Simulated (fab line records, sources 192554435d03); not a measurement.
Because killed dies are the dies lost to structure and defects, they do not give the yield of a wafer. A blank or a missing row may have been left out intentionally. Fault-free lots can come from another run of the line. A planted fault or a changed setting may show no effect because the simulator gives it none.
Matching of chambers | flow n5 finfet | N5_BEOL_M12_DEP_53 on pecvd-02: 3 sister chambers
The step deposits SiCN from 3MS/NH3, target thk 30 nm, time 10.5 s. 16 wafers are shown with their chamber, then 8 later ones without.

== EACH WAFER AND ITS CHAMBER ==
wafer  | chamber | throttle valve pct (%) | showerhead plenum p Torr (Torr)
L080.3 | 1       | 17.4                   | 4.136
L080.4 | 0       | 16.8                   | 4.141
L080.5 | 2       | 15.5                   | 4.126
L085.1 | 0       | 16.6                   | 4.133
L085.3 | 1       | 17.4                   | 4.144
L085.4 | 0       | 16.7                   | 4.130
L088.1 | 0       | 16.7                   | 4.141
L088.2 | 1       | 17.1                   | 4.156
L088.5 | 0       | 16.6                   | 4.126
L084.1 | 0       | 16.5                   | 4.143
L084.2 | 2       | 15.7                   | 4.152
L084.3 | 1       | 16.8                   | 4.144
L086.1 | 0       | 16.5                   | 4.125
L086.3 | 1       | 16.8                   | 4.153
L086.5 | 2       | 15.5                   | 4.139
L089.1 | 0       | 16.8                   | 4.120

SIGNATURES (means of the wafers above)
reading                  | chamber 0 | chamber 1 | chamber 2 | scatter within a chamber
throttle valve pct       | 16.650    | 17.100    | 15.567    | 0.193
showerhead plenum p Torr | 4.13237   | 4.14660   | 4.13900   | 0.00924
Rule: for a wafer and a chamber, the distance is found by dividing, reading by reading, the gap between the wafer's reading and the chamber's mean by the reading's scatter, squaring, summing and taking the root. If the next closest chamber is less than 2 further off than the closest, the wafer can't be placed; otherwise it belongs to the closest. The scatter: the root of (the sum of the squares of (reading less its chamber's mean) over the shown wafers, divided by (wafers less chambers)).

== WAFERS WITH NO CHAMBER GIVEN ==
wafer  | throttle valve pct (%) | showerhead plenum p Torr (Torr)
L089.4 | 15.7                   | 4.141
L089.6 | 17.2                   | 4.139
L090.1 | 15.6                   | 4.136
L090.2 | 17.0                   | 4.159
L090.3 | 16.7                   | 4.137
L095.1 | 16.7                   | 4.142
L095.2 | 15.6                   | 4.140
L095.5 | 17.0                   | 4.150

== EACH ONE'S CHAMBER ==
wafer  | from the rows above     | in truth
L089.4 | 2                       | 2
L089.6 | can't be placed: 1 or 0 | 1
L090.1 | 2                       | 2
L090.2 | can't be placed: 1 or 0 | 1
L090.3 | can't be placed: 0 or 1 | 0
L095.1 | can't be placed: 0 or 1 | 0
L095.2 | 2                       | 2
L095.5 | can't be placed: 1 or 0 | 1
Correctly placed: 3 of 8. Not placeable from these rows: 5 (in 5, the candidates include the true chamber). 0 placed wrongly.
